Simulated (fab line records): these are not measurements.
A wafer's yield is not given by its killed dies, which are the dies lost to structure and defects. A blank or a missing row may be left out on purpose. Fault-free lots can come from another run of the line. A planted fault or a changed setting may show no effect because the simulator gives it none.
Chamber matching :: flow nand-harc :: 4 sister chambers for NHARC_P_M2_CMP_23 on cmp-02
The step polishes, t overpolish 20 s, target thk 144.3 nm. 4 wafers are shown with their chamber, then 9 later ones without.

## WAFERS, EACH WITH ITS CHAMBER
wafer: L089.6
chamber: 2
motor-current-A (A): 13.0

wafer: L091.2
chamber: 1
motor-current-A (A): 11.2

wafer: L091.3
chamber: 0
motor-current-A (A): 12.7

wafer: L091.6
chamber: 3
motor-current-A (A): 12.6

## WAFERS MISSING THEIR CHAMBER
wafer: L092.2
motor-current-A (A): 12.6

wafer: L092.3
motor-current-A (A): 11.8

wafer: L092.6
motor-current-A (A): 12.6

wafer: L096.1
motor-current-A (A): 12.6

wafer: L096.3
motor-current-A (A): 13.3

wafer: L096.4
motor-current-A (A): 11.6

wafer: L097.4
motor-current-A (A): 12.0

wafer: L097.5
motor-current-A (A): 11.9

wafer: L097.6
motor-current-A (A): 13.2

## THE CHAMBER EACH PASSED THROUGH
wafer: L092.2
from the rows above: can't be placed: 3 or 0 or 2
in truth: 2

wafer: L092.3
from the rows above: can't be placed: 1 or 3 or 0 or 2
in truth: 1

wafer: L092.6
from the rows above: can't be placed: 3 or 0 or 2
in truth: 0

wafer: L096.1
from the rows above: can't be placed: 3 or 0 or 2
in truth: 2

wafer: L096.3
from the rows above: can't be placed: 2 or 0 or 3
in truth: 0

wafer: L096.4
from the rows above: can't be placed: 1 or 3 or 0
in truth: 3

wafer: L097.4
from the rows above: can't be placed: 3 or 0 or 1 or 2
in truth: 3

wafer: L097.5
from the rows above: can't be placed: 3 or 1 or 0 or 2
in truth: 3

wafer: L097.6
from the rows above: can't be placed: 2 or 0 or 3
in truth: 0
Placed correctly: 0 of 9. From these rows, 9 cannot be placed; in 9 the true chamber is one of the candidates. Number placed wrongly: 0.
How it was worked out, from the rows above alone: a wafer's distance from a chamber is the root of the sum, over the readings, of the square of ((its reading less the chamber's mean) divided by the reading's scatter). If the next closest chamber is less than 2 further off than the closest, the wafer can't be placed; otherwise it belongs to the closest. A chamber's mean is the mean of its shown wafers. The scatter: with one shown wafer a chamber, the root of the mean of the squares of how far each hidden wafer lies from its nearest shown one.
